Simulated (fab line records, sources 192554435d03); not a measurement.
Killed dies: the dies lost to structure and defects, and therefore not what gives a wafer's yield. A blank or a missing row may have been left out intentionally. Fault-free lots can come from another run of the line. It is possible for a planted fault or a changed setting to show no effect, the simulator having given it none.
fab line records	flow n5-finfet
[record] lots = 11	wafers = 33	last-day = 17
route steps=1938 shown BEOL_M14@1771 BEOL_M15@1796 PASSIVATION@1936
lots that met no fault: taken from a fault-free run of the same line
start-h: hours from the record's first day to the start of the lot's first wafer shown	wait-h: hours from the lot's prior step to this one	" the same as in the row above	L1.1+2: several wafers, shown together as one row	- either no value or no given start	* or withheld: withheld	< > ~ a bound
route shown NAME@n: NAME is a module with steps in the file, n the number in the route of the first one	usual: mean/standard deviation taken from wafers without a fault	same: alike in all rows	chamber/n: place in a boat	sites: each site's reading	_std_site: their standard deviation	_edge_site: mean of outer sites minus mean of inner sites	radius-mm: for every site, how far away it sits from the centre of the wafer	mask NAME#n: copy n	behind: the last tool/chamber to shape the wafer	hold: why the lot went on hold/how many hours it stayed there/how the hold came to an end	device: the n, p or np transistor that did not switch	end of line: tests run on the same wafers once the route is complete	a step with no rows: only its recipe	killed: the dies lost at the first sort to structure and to defects; this is not the yield of the wafer	map: per-die view of a wafer (x killed, . not killed, _ where there is no die)
set.NAME: setting as actually run; set.NAME@STEP: the setting as run at that earlier step	model.NAME: the simulator's own value behind a step, which no gauge read
a sample of lots followed through the steps of the route, with each step as a table and each wafer as a row
services: the hour from which a tool's chamber was out of use, counted from the record's first day as start-h (under 0 if before that day), plus the number of hours and why
[[steps]]
[step N5_BEOL_M14_RS_MEAS_54]
[recipe] thk-meas-gauge = four-point-probe	reads = Cu_of_BEOL_M14_ECD_47+Ta_of_BEOL_M14_SPUTTER_44+TaN_of_BEOL_M14_SPUTTER_43
[usual] M14_RS = 0.0331/0.00048
lot.wafer	tool	chamber	start-h	wait-h	M14_RS[ohm/sq]
L296.2	film-metro-01	-	244.79	0.1	0.0334
L296.3	"	-	"	"	0.0335
L296.6	"	-	"	"	0.0333
L297.1	film-metro-01	-	245.59	0.0	0.0341
L297.2	"	-	"	"	0.0335
L297.3	"	-	"	"	0.0333
L298.1	film-metro-02	-	245.99	0.0	0.0326
L298.3	"	-	"	"	0.0325
L298.4	"	-	"	"	0.0324
L300.1	film-metro-02	-	259.63	0.0	0.0332
L300.2	"	-	"	"	0.0333
L300.5	"	-	"	"	0.0330
L302.1	film-metro-01	-	270.48	0.0	0.0329
L302.3	"	-	"	"	0.0325
L302.5	"	-	"	"	0.0326
L301.2	film-metro-01	-	271.30	0.1	0.0331
L301.4	"	-	"	"	0.0328
L301.5	"	-	"	"	0.0331
L306.2	film-metro-02	-	310.70	0.1	0.0336
L306.5	"	-	"	"	0.0331
L306.6	"	-	"	"	0.0337
L310.1	film-metro-01	-	329.73	0.0	0.0326
L310.2	"	-	"	"	0.0330
L310.4	"	-	"	"	0.0329
L313.1	film-metro-01	-	336.70	0.0	0.0324
L313.4	"	-	"	"	0.0328
L313.5	"	-	"	"	0.0337
L316.1	film-metro-01	-	368.99	0.0	0.0330
L316.4	"	-	"	"	0.0329
L316.5	"	-	"	"	0.0330
L317.2	film-metro-01	-	386.53	0.1	0.0336
L317.4	"	-	"	"	0.0326
L317.6	"	-	"	"	0.0337
[step N5_BEOL_M14_INSPECT_55]
[recipe] inspect-instrument = darkfield	mode = post-dep
[usual] raw-defect-count = 65/24
lot.wafer	tool	chamber	start-h	wait-h	raw-defect-count
L296.2	defect-inspect-01	-	244.82	0.0	61
L296.3	"	-	"	"	60
L296.6	"	-	"	"	48
L297.1	defect-inspect-01	-	245.62	0.0	41
L297.2	"	-	"	"	72
L297.3	"	-	"	"	64
L298.1	defect-inspect-02	-	246.02	0.0	167
L298.3	"	-	"	"	110
L298.4	"	-	"	"	127
L300.1	defect-inspect-02	-	259.65	0.0	34
L300.2	"	-	"	"	65
L300.5	"	-	"	"	35
L302.1	defect-inspect-02	-	270.50	0.0	65
L302.3	"	-	"	"	38
L302.5	"	-	"	"	67
L301.2	defect-inspect-02	-	271.32	0.0	103
L301.4	"	-	"	"	74
L301.5	"	-	"	"	86
L306.2	defect-inspect-01	-	310.73	0.0	86
L306.5	"	-	"	"	60
L306.6	"	-	"	"	38
L310.1	defect-inspect-01	-	329.76	0.0	56
L310.2	"	-	"	"	126
L310.4	"	-	"	"	101
L313.1	defect-inspect-01	-	336.73	0.0	41
L313.4	"	-	"	"	69
L313.5	"	-	"	"	33
L316.1	defect-inspect-02	-	369.02	0.0	51
L316.4	"	-	"	"	29
L316.5	"	-	"	"	34
L317.2	defect-inspect-01	-	386.56	0.0	85
L317.4	"	-	"	"	64
L317.6	"	-	"	"	44
[step N5_BEOL_M15_COAT_60]
[recipe] resist = BARC	temp-c = 205	time-s = 60	spin-rpm = 1500	resist-thk-nm = 89
[usual] dispense-pressure-kPa = 50.3/2.1	spin-speed-rpm = 1500.1/1
lot.wafer	tool	chamber	start-h	wait-h	dispense-pressure-kPa	spin-speed-rpm
L296.2	litho-track-01	0	246.83	0.3	50.6	1499.8
L296.3	"	0	"	"	50.6	1499.8
L296.6	"	0	"	"	50.6	1501.3
L297.1	litho-track-01	0	247.72	0.3	50.6	1500.6
L297.2	"	0	"	"	50.6	1499.3
L297.3	"	0	"	"	50.6	1501.6
L298.1	litho-track-02	0	247.91	0.3	53.1	1499.5
L298.3	"	0	"	"	53.1	1499.7
L298.4	"	0	"	"	53.1	1500.3
L300.1	litho-track-03	0	261.67	0.3	48.0	1501.2
L300.2	"	0	"	"	48.0	1499.3
L300.5	"	0	"	"	48.0	1501.3
L302.1	litho-track-01	0	272.41	0.3	50.6	1501.0
L302.3	"	0	"	"	50.6	1500.7
L302.5	"	0	"	"	50.6	1501.4
L301.2	litho-track-02	0	273.32	0.3	53.2	1501.3
L301.4	"	0	"	"	53.2	1500.3
L301.5	"	0	"	"	53.1	1500.6
L306.2	litho-track-03	0	312.50	0.3	48.0	1500.2
L306.5	"	0	"	"	48.1	1501.4
L306.6	"	0	"	"	48.1	1499.1
L310.1	litho-track-03	0	332.17	0.3	48.0	1399.3
L310.2	"	0	"	"	48.1	1400.5
L310.4	"	0	"	"	48.1	1402.6
L313.1	litho-track-03	0	338.54	0.3	48.0	1401.6
L313.4	"	0	"	"	48.1	1399.9
L313.5	"	0	"	"	48.0	1402.9
L316.1	litho-track-02	0	370.97	0.3	53.1	1499.7
L316.4	"	0	"	"	53.1	1499.6
L316.5	"	0	"	"	53.1	1498.6
L317.2	litho-track-01	0	388.76	0.3	50.6	1500.4
L317.4	"	0	"	"	50.5	1499.6
L317.6	"	0	"	"	50.6	1499.7
[step N5_BEOL_M15_TRENCH_ETCH_34]
[recipe] chemistry = C4F8/O2/Ar	target = SiO2	target-depth-a = 8729.3	he-inner-torr = 15	he-outer-torr = 30	time-s = 199	ion-energy-ev = 800	pressure-mtorr = 20	source-w = 1905	bias-w = 2040	Ar_flow_sccm = 400	C4F8_flow_sccm = 16	O2_flow_sccm = 12
[usual] drypump-motor-current-A = 5.7/0.44	he-inner-torr = 15.00/0.031	he-outer-torr = 30.00/0.061	oes-product-au = 0.78/0.085	rf-vpp-V = 2220/24	showerhead-plenum-p-Torr = 3.40/0.098	throttle-valve-pct = 30.97/0.25
lot.wafer	tool	chamber	start-h	wait-h	drypump-motor-current-A	he-inner-torr	he-outer-torr	oes-product-au	rf-hours-counter-h	rf-vpp-V	showerhead-plenum-p-Torr	throttle-valve-pct
L296.2	rie-diel-04	3	247.40	0.0	5.1	14.99	29.94	0.75	163	2195	3.44	31.30
L296.3	"	2	"	"	6.5	15.00	30.00	0.93	21	2196	3.35	31.10
L296.6	"	2	"	"	6.5	14.97	30.02	0.92	-	2196	3.35	31.09
L297.1	rie-diel-05	1	248.29	0.0	5.5	15.00	30.00	0.70	206	2236	3.27	30.99
L297.2	"	0	"	"	6.0	15.01	30.02	0.70	215	2231	3.53	31.32
L297.3	"	3	"	"	5.7	15.00	29.99	0.81	107	2205	3.31	30.52
L298.1	rie-diel-04	2	248.63	0.0	6.5	14.99	29.95	0.92	22	2197	3.35	31.09
L298.3	"	0	"	"	5.6	15.03	29.95	0.80	81	2230	3.34	30.99
L298.4	"	2	"	"	6.5	15.00	30.03	0.91	-	2197	3.35	31.10
L300.1	rie-diel-04	0	262.66	0.0	5.6	14.94	30.07	0.81	87	2230	3.34	31.01
L300.2	"	3	"	"	5.1	14.98	29.94	0.75	171	2192	3.44	31.28
L300.5	"	0	"	"	5.6	14.95	29.98	0.81	-	2229	3.34	31.01
L302.1	rie-diel-04	1	273.25	0.0	5.9	15.03	30.09	0.98	2	2258	3.53	30.68
L302.3	"	2	"	"	6.6	15.00	30.03	0.89	33	2196	3.34	31.10
L302.5	"	0	"	"	5.6	14.99	30.01	0.80	-	2229	3.34	31.00
L301.2	rie-diel-05	2	273.90	0.0	5.1	14.95	29.86	0.84	74	2210	3.47	30.80
L301.4	"	0	"	"	6.0	14.97	30.02	0.70	223	2231	3.53	31.32
L301.5	"	3	"	"	5.7	14.99	30.02	0.80	-	2205	3.31	30.51
L306.2	rie-diel-06	3	312.97	0.0	5.2	15.02	30.01	0.71	207	2252	3.55	30.62
L306.5	"	1	"	"	5.8	14.99	30.05	0.69	-	2200	3.28	31.02
L306.6	"	2	"	"	5.9	14.97	29.91	0.68	-	2262	3.52	30.95
L310.1	rie-diel-04	3	332.62	0.0	5.1	15.02	30.05	0.73	188	2193	3.43	31.30
L310.2	"	2	"	"	6.5	15.01	30.04	0.87	46	2194	3.33	31.10
L310.4	"	1	"	"	5.9	15.01	29.99	0.91	15	2257	3.52	30.69
L313.1	rie-diel-04	2	339.11	0.0	6.5	14.98	30.05	0.88	49	2196	3.33	31.12
L313.4	"	0	"	"	5.6	15.03	29.97	0.78	-	2229	3.33	31.02
L313.5	"	2	"	"	6.5	14.98	30.11	0.87	-	2195	3.33	31.11
L316.1	rie-diel-04	2	371.42	0.0	6.5	15.04	29.96	0.85	61	2195	3.33	31.13
L316.4	"	0	"	"	5.6	14.98	30.10	0.77	-	2227	3.32	31.03
L316.5	"	2	"	"	6.6	15.03	30.04	0.85	-	2194	3.32	31.13
L317.2	rie-diel-05	1	389.64	0.0	5.5	14.97	30.01	0.67	249	2233	3.25	31.02
L317.4	"	0	"	"	6.0	15.00	29.90	1.02	0	2229	3.51	31.18
L317.6	"	1	"	"	5.6	14.98	30.09	0.67	-	2233	3.25	31.03
[step N5_PASSIVATION_PROBE_49]
[usual] defect-limited-yield = 91.4/1.5	killed_at_M0_to_M3 = 31/11	killed_at_M4_up = 13/5.5	killed-at-contacts = 13/6.3	killed-at-front-end = 40/13	killed-at-other = 3.3/2.6	killed-dies = 101/18	killed-open = 67/13	killed-short = 33/7.9	sort_bin_5_function = 5.1/1	sort_bin_6_memory = 3.2/0.68	sort-n-pass = 1079/18	sort-yield-pct = 91.4/1.5
[same] gross-dies = 1180	killed-at-back-side = 0	sort_bin_4_leakage[%] = 0	sort_bin_8_speed[%] = 0
lot.wafer	tool	chamber	start-h	wait-h	defect-limited-yield[%]	killed_at_M0_to_M3	killed_at_M4_up	killed-at-contacts	killed-at-front-end	killed-at-other	killed-dies	killed-open	killed-short	sort_bin_5_function[%]	sort_bin_6_memory[%]	sort-n-pass	sort-yield-pct[%]
L296.2	prober-02	-	264.36	0.1	92.0	35	18	14	27	0	94	69	24	5.2	2.6	1086	92.0
L296.3	prober-02	-	264.41	0.1	92.9	35	15	12	21	1	84	51	32	4.2	2.5	1096	92.9
L296.6	prober-02	-	264.56	0.3	92.7	39	14	8	25	0	86	47	35	4.7	2.4	1094	92.7
L297.1	prober-02	-	267.97	0.0	92.1	25	18	19	31	0	93	56	34	4.6	3.3	1087	92.1
L297.2	prober-02	-	268.02	0.1	92.4	15	16	10	48	1	90	56	34	5.2	2.4	1090	92.4
L297.3	prober-02	-	268.07	0.1	92.5	26	13	19	30	0	88	66	20	4.9	2.4	1092	92.5
L298.1	prober-01	-	269.94	0.0	89.8	46	21	17	31	5	120	75	43	5.8	4.1	1060	89.8
L298.3	prober-01	-	270.04	0.1	91.9	55	7	4	27	2	95	58	37	5.0	2.6	1085	91.9
L298.4	prober-01	-	270.09	0.2	91.4	40	10	10	38	3	101	62	38	4.6	3.5	1079	91.4
L300.1	prober-02	-	281.71	0.0	92.5	32	7	11	35	3	88	49	38	5.0	2.4	1092	92.5
L300.2	prober-02	-	281.76	0.1	92.1	27	10	29	27	0	93	68	25	4.6	3.2	1087	92.1
L300.5	prober-02	-	281.91	0.2	90.5	27	8	21	49	7	112	74	38	5.3	4.0	1068	90.5
L302.1	prober-01	-	289.07	0.0	90.3	33	26	18	34	4	115	79	36	6.2	3.1	1065	90.3
L302.3	prober-01	-	289.17	0.1	93.1	27	9	17	23	6	82	52	30	4.6	2.1	1098	93.1
L302.5	prober-01	-	289.27	0.2	94.5	16	8	13	27	1	65	45	19	3.7	1.6	1115	94.5
L301.2	prober-02	-	292.86	0.1	91.0	24	9	2	66	5	106	67	35	6.4	2.1	1074	91.0
L301.4	prober-02	-	292.96	0.2	89.8	24	11	17	62	6	120	87	33	5.7	4.2	1060	89.8
L301.5	prober-02	-	293.01	0.2	92.2	10	20	3	55	4	92	59	32	4.4	3.1	1088	92.2
L306.2	prober-01	-	333.79	0.1	93.5	18	9	14	31	5	77	56	20	3.5	3.0	1103	93.5
L306.5	prober-01	-	333.94	0.2	93.1	22	6	18	32	3	81	57	23	3.6	3.1	1099	93.1
L306.6	prober-01	-	333.99	0.3	89.9	22	15	26	42	14	119	75	44	6.1	3.4	1061	89.9
L310.1	prober-02	-	351.41	0.0	90.0	48	8	19	42	1	118	75	42	5.6	4.2	1062	90.0
L310.2	prober-02	-	351.46	0.1	92.1	32	15	3	41	2	93	58	34	4.7	2.8	1087	92.1
L310.4	prober-02	-	351.56	0.2	90.6	41	17	21	28	4	111	71	39	6.1	3.1	1069	90.6
L313.1	prober-02	-	356.28	0.0	90.4	28	22	18	44	1	113	75	38	5.3	4.0	1067	90.4
L313.4	prober-02	-	356.43	0.2	91.5	37	10	13	38	2	100	54	46	5.9	2.1	1080	91.5
L313.5	prober-02	-	356.48	0.2	90.5	36	16	20	35	5	112	81	31	5.8	3.5	1068	90.5
L316.1	prober-01	-	387.87	0.0	92.6	12	12	11	50	2	87	45	42	4.2	2.9	1093	92.6
L316.4	prober-01	-	388.02	0.2	91.0	24	8	18	49	7	106	73	33	4.7	4.2	1074	91.0
L316.5	prober-01	-	388.07	0.2	90.0	31	15	8	58	6	118	80	38	5.3	4.3	1062	90.0
L317.2	prober-02	-	406.18	0.3	92.5	37	17	12	22	0	88	58	30	4.2	3.0	1092	92.5
L317.4	prober-02	-	406.28	0.4	92.2	38	13	1	40	0	92	52	38	4.0	3.3	1088	92.2
L317.6	prober-02	-	406.38	0.5	93.0	30	9	11	31	2	83	52	31	4.4	2.4	1097	93.0
// killed by level:class
L296.2 MOL_CONTACT_COAG:geometric-particle:open=13 BEOL_M4:geometric-particle:open=12 BEOL_M2:geometric-particle:open=10 BEOL_M0_SAQP:geometric-particle:open=8 BEOL_M0_SAQP:geometric-particle:short=7 STARTING-WAFER:geometric-particle:open=7 BEOL_M1:geometric-particle:open=4 FIN_SAQP:geometric-particle:short=3
L296.3 MOL_CONTACT_COAG:geometric-particle:open=9 BEOL_M2:geometric-particle:open=9 BEOL_M0_SAQP:geometric-particle:short=8 BEOL_M4:geometric-particle:open=8 BEOL_M1:geometric-particle:open=6 BEOL_M3:geometric-particle:open=4 STARTING-WAFER:geometric-particle:short=4 GATE_CUT:geometric-particle:short=3
L296.6 BEOL_M0_SAQP:geometric-particle:open=9 BEOL_M0_SAQP:geometric-particle:short=9 BEOL_M3:geometric-particle:open=8 MOL_CONTACT_COAG:geometric-particle:open=6 BEOL_M2:geometric-particle:short=6 DUMMY_GATE:geometric-particle:open=4 BEOL_M2:geometric-particle:open=4 FIN_SAQP:geometric-particle:short=3
L297.1 MOL_CONTACT_COAG:geometric-particle:open=13 GATE_CUT:geometric-particle:short=10 MOL_CONTACT_COAG:geometric-particle:short=6 BEOL_M1:geometric-particle:open=6 BEOL_M4:geometric-particle:open=6 BEOL_M2:geometric-particle:open=5 FIN_SAQP:geometric-particle:short=4 STI_FIN_REVEAL:geometric-particle:open=4
L297.2 FIN_SAQP:geometric-particle:short=14 MOL_CONTACT_COAG:geometric-particle:open=10 FIN_SAQP:geometric-particle:open=9 BEOL_M4:geometric-particle:open=9 BEOL_M1:geometric-particle:open=7 DUMMY_GATE:geometric-particle:open=6 STI_FIN_REVEAL:geometric-particle:open=5 BEOL_M1:geometric-particle:short=5
L297.3 MOL_CONTACT_COAG:geometric-particle:open=17 FIN_SAQP:geometric-particle:open=8 FIN_SAQP:geometric-particle:short=6 STARTING-WAFER:geometric-particle:open=6 BEOL_M0_SAQP:geometric-particle:open=5 BEOL_M0_SAQP:geometric-particle:short=5 BEOL_M0:geometric-particle:open=5 BEOL_M2:geometric-particle:open=5
L298.1 MOL_CONTACT_COAG:geometric-particle:open=13 BEOL_M4:geometric-particle:open=13 FIN_SAQP:geometric-particle:short=12 BEOL_M0_SAQP:geometric-particle:open=9 BEOL_M0_SAQP:geometric-particle:short=7 BEOL_M1:geometric-particle:open=7 BEOL_M2:geometric-particle:open=7 BEOL_M3:geometric-particle:open=5
L298.3 BEOL_M0_SAQP:geometric-particle:short=12 BEOL_M2:geometric-particle:open=11 BEOL_M0_SAQP:geometric-particle:open=8 FIN_SAQP:geometric-particle:short=7 BEOL_M0:geometric-particle:open=6 BEOL_M1:geometric-particle:open=6 BEOL_M3:geometric-particle:open=6 DUMMY_GATE:geometric-particle:open=4
L298.4 BEOL_M2:geometric-particle:open=10 FIN_SAQP:geometric-particle:short=9 BEOL_M0_SAQP:geometric-particle:open=8 FIN_SAQP:geometric-particle:open=7 MOL_CONTACT_COAG:geometric-particle:open=6 BEOL_M0_SAQP:geometric-particle:short=6 BEOL_M1:geometric-particle:open=5 BEOL_M3:geometric-particle:open=5
L300.1 MOL_CONTACT_COAG:geometric-particle:open=10 GATE_CUT:geometric-particle:short=7 BEOL_M0_SAQP:geometric-particle:open=7 FIN_SAQP:geometric-particle:short=6 BEOL_M0_SAQP:geometric-particle:short=6 STARTING-WAFER:geometric-particle:short=6 FIN_SAQP:geometric-particle:open=5 STI_FIN_REVEAL:geometric-particle:open=5
L300.2 MOL_CONTACT_COAG:geometric-particle:open=25 BEOL_M2:geometric-particle:open=7 BEOL_M3:geometric-particle:open=6 BEOL_M4:geometric-particle:open=5 STI_FIN_REVEAL:geometric-particle:open=4 GATE_CUT:geometric-particle:open=4 MOL_CONTACT_COAG:geometric-particle:short=4 BEOL_M0_SAQP:geometric-particle:short=4
L300.5 MOL_CONTACT_COAG:geometric-particle:open=17 STI_FIN_REVEAL:geometric-particle:open=13 FIN_SAQP:geometric-particle:open=8 FIN_SAQP:geometric-particle:short=7 GATE_CUT:geometric-particle:short=6 DUMMY_GATE:geometric-particle:open=5 BEOL_M2:geometric-particle:open=5 BEOL_M4:geometric-particle:open=5
L302.1 MOL_CONTACT_COAG:geometric-particle:open=16 BEOL_M4:geometric-particle:open=12 BEOL_M0_SAQP:geometric-particle:open=11 STI_FIN_REVEAL:geometric-particle:open=8 BEOL_M0_SAQP:geometric-particle:short=7 BEOL_M2:geometric-particle:open=7 FIN_SAQP:geometric-particle:short=5 FIN_SAQP:geometric-particle:open=4
L302.3 MOL_CONTACT_COAG:geometric-particle:open=9 MOL_CONTACT_COAG:geometric-particle:short=8 BEOL_M0_SAQP:geometric-particle:short=7 FIN_SAQP:geometric-particle:open=6 BEOL_M0_SAQP:geometric-particle:open=6 BEOL_M2:geometric-particle:open=6 STI_FIN_REVEAL:geometric-particle:open=4 BEOL_M4:geometric-particle:short=4
L302.5 MOL_CONTACT_COAG:geometric-particle:open=9 STI_FIN_REVEAL:geometric-particle:open=8 FIN_SAQP:geometric-particle:open=4 MOL_CONTACT_COAG:geometric-particle:short=4 BEOL_M0_SAQP:geometric-particle:short=4 BEOL_M3:geometric-particle:open=4 STARTING-WAFER:geometric-particle:open=4 GATE_CUT:geometric-particle:short=3
L301.2 STI_FIN_REVEAL:geometric-particle:open=21 FIN_SAQP:geometric-particle:short=11 GATE_CUT:geometric-particle:short=8 GATE_CUT:geometric-particle:open=8 BEOL_M0_SAQP:geometric-particle:short=7 FIN_SAQP:geometric-particle:open=5 BEOL_M0_SAQP:geometric-particle:open=4 BEOL_M0:geometric-particle:open=4
L301.4 STI_FIN_REVEAL:geometric-particle:open=24 MOL_CONTACT_COAG:geometric-particle:open=16 FIN_SAQP:geometric-particle:short=10 BEOL_M3:geometric-particle:open=9 FIN_SAQP:geometric-particle:open=8 BEOL_M0_SAQP:geometric-particle:short=8 BEOL_M4:geometric-particle:open=5 STI_FIN_REVEAL:geometric-particle:short=4
L301.5 STI_FIN_REVEAL:geometric-particle:open=15 FIN_SAQP:geometric-particle:short=6 STI_FIN_REVEAL:geometric-particle:short=6 GATE_CUT:geometric-particle:short=6 FIN_SAQP:geometric-particle:open=5 BEOL_M4:geometric-particle:open=5 BEOL_M5:geometric-particle:open=5 STARTING-WAFER:geometric-particle:open=4
L306.2 MOL_CONTACT_COAG:geometric-particle:open=13 FIN_SAQP:geometric-particle:open=10 BEOL_M2:geometric-particle:open=9 STI_FIN_REVEAL:geometric-particle:open=6 BEOL_M4:geometric-particle:open=5 SPACER0:geometric-particle:short=4 BEOL_M0_SAQP:geometric-particle:short=3 FIN_SAQP:geometric-particle:short=2
L306.5 MOL_CONTACT_COAG:geometric-particle:open=17 FIN_SAQP:geometric-particle:open=10 STI_FIN_REVEAL:geometric-particle:open=6 BEOL_M2:geometric-particle:open=6 DUMMY_GATE:geometric-particle:open=5 BEOL_M1:geometric-particle:open=4 GATE_CUT:geometric-particle:short=3 BEOL_M0_SAQP:geometric-particle:short=3
L306.6 MOL_CONTACT_COAG:geometric-particle:open=17 FIN_SAQP:geometric-particle:short=12 FIN_SAQP:geometric-particle:open=9 BEOL_M3:geometric-particle:open=9 MOL_CONTACT_COAG:geometric-particle:short=9 STI_FIN_REVEAL:geometric-particle:open=5 PAD_METAL:geometric-particle:open=5 PAD_METAL:geometric-particle:short=5
L310.1 MOL_CONTACT_COAG:geometric-particle:open=13 BEOL_M0:geometric-particle:open=13 DUMMY_GATE:geometric-particle:open=9 FIN_SAQP:geometric-particle:open=8 BEOL_M0_SAQP:geometric-particle:short=8 BEOL_M0_SAQP:geometric-particle:open=7 MOL_CONTACT_COAG:geometric-particle:short=6 FIN_SAQP:geometric-particle:short=5
L310.2 FIN_SAQP:geometric-particle:open=8 FIN_SAQP:geometric-particle:short=6 BEOL_M3:geometric-particle:open=6 BEOL_M6:geometric-particle:open=6 BEOL_M0_SAQP:geometric-particle:short=5 BEOL_M1:geometric-particle:short=5 BEOL_M8:geometric-particle:open=4 DUMMY_GATE:geometric-particle:open=4
L310.4 MOL_CONTACT_COAG:geometric-particle:open=15 BEOL_M0_SAQP:geometric-particle:open=11 BEOL_M0_SAQP:geometric-particle:short=11 FIN_SAQP:geometric-particle:open=7 GATE_CUT:geometric-particle:short=6 MOL_CONTACT_COAG:geometric-particle:short=6 BEOL_M3:geometric-particle:open=5 BEOL_M2:geometric-particle:open=5
L313.1 MOL_CONTACT_COAG:geometric-particle:open=14 BEOL_M2:geometric-particle:open=12 FIN_SAQP:geometric-particle:short=10 BEOL_M4:geometric-particle:open=10 FIN_SAQP:geometric-particle:open=9 STI_FIN_REVEAL:geometric-particle:open=6 BEOL_M0_SAQP:geometric-particle:open=6 BEOL_M0_SAQP:geometric-particle:short=5
L313.4 BEOL_M0_SAQP:geometric-particle:short=12 MOL_CONTACT_COAG:geometric-particle:open=10 FIN_SAQP:geometric-particle:short=7 STI_FIN_REVEAL:geometric-particle:open=7 BEOL_M2:geometric-particle:open=7 BEOL_M4:geometric-particle:open=6 FIN_SAQP:geometric-particle:open=5 GATE_CUT:geometric-particle:short=5
L313.5 MOL_CONTACT_COAG:geometric-particle:open=16 BEOL_M0_SAQP:geometric-particle:open=10 STI_FIN_REVEAL:geometric-particle:open=8 FIN_SAQP:geometric-particle:short=7 BEOL_M1:geometric-particle:open=7 BEOL_M2:geometric-particle:open=7 FIN_SAQP:geometric-particle:open=5 BEOL_M4:geometric-particle:open=5
L316.1 STI_FIN_REVEAL:geometric-particle:open=8 FIN_SAQP:geometric-particle:short=7 MOL_CONTACT_COAG:geometric-particle:open=7 STARTING-WAFER:geometric-particle:short=6 FIN_SAQP:geometric-particle:open=5 ILD0:geometric-particle:short=5 BEOL_M4:geometric-particle:open=5 DUMMY_GATE:geometric-particle:short=4
L316.4 STI_FIN_REVEAL:geometric-particle:open=15 MOL_CONTACT_COAG:geometric-particle:open=13 BEOL_M3:geometric-particle:open=7 ILD0:geometric-particle:open=6 BEOL_M0_SAQP:geometric-particle:short=6 DUMMY_GATE:geometric-particle:open=5 GATE_CUT:geometric-particle:short=5 MOL_CONTACT_COAG:geometric-particle:short=5
L316.5 STI_FIN_REVEAL:geometric-particle:open=15 BEOL_M4:geometric-particle:open=11 BEOL_M2:geometric-particle:open=8 GATE_CUT:geometric-particle:open=7 MOL_CONTACT_COAG:geometric-particle:open=7 DUMMY_GATE:geometric-particle:open=6 STARTING-WAFER:geometric-particle:open=5 GATE_CUT:geometric-particle:short=5
L317.2 MOL_CONTACT_COAG:geometric-particle:open=10 BEOL_M4:geometric-particle:open=7 BEOL_M0_SAQP:geometric-particle:short=6 BEOL_M3:geometric-particle:open=6 BEOL_M1:geometric-particle:open=6 BEOL_M2:geometric-particle:open=6 DUMMY_GATE:geometric-particle:open=4 GATE_CUT:geometric-particle:open=4
L317.4 BEOL_M3:geometric-particle:open=11 BEOL_M0_SAQP:geometric-particle:short=7 BEOL_M0_SAQP:geometric-particle:open=6 FIN_SAQP:geometric-particle:short=5 DUMMY_GATE:geometric-particle:open=5 STI_FIN_REVEAL:geometric-particle:open=5 DUMMY_GATE:geometric-particle:short=4 GATE_CUT:geometric-particle:short=4
L317.6 MOL_CONTACT_COAG:geometric-particle:open=11 FIN_SAQP:geometric-particle:short=6 BEOL_M0_SAQP:geometric-particle:open=6 BEOL_M1:geometric-particle:open=6 GATE_CUT:geometric-particle:short=5 BEOL_M0_SAQP:geometric-particle:short=5 GATE_CUT:geometric-particle:open=4 BEOL_M1:geometric-particle:short=4
[[services]]
tool	chamber	start-h	hours	kind
rie-diel-04	1	244.83	-	clean
rie-diel-04	1	244.83	-	consumable-replace:focus-ring
rie-diel-04	1	244.83	22.6	scheduled-down
rie-diel-04	1	244.83	22.6	vent-cycle
rie-diel-04	-	284.96	14.6	pm
rie-diel-06	2	331.19	-	clean
rie-diel-06	2	331.19	-	consumable-replace:focus-ring
rie-diel-06	2	331.19	25.2	scheduled-down
rie-diel-06	2	331.19	25.2	vent-cycle
rie-diel-04	1	335.55	41.2	repair
rie-diel-05	0	361.04	-	clean
rie-diel-05	0	361.04	-	consumable-replace:focus-ring
rie-diel-05	0	361.04	27.7	scheduled-down
rie-diel-05	0	361.04	27.7	vent-cycle
rie-diel-05	1	370.95	7.8	repair
[[key]]
[first-sign] step = N5_BEOL_M15_COAT_60	reading = spin-speed-rpm	direction = down	sigmas = 96	usual = *	struck = *
effect none on later readings
met-at N5_BEOL_M15_COAT_60
struck-lots L310,L313
not-acting-at N5_BEOL_M14_RS_MEAS_54,N5_BEOL_M14_INSPECT_55,N5_BEOL_M15_TRENCH_ETCH_34
onset-between 312.50 332.17
[fault] kind = process-parameter-drift	tool = litho-track-03	chamber = -	onset-h = 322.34	steps = N5_BEOL_M15_COAT_60	channel = spin-rpm	offset = *	shape = step	end-h = 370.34	acts-in = *	stated = *
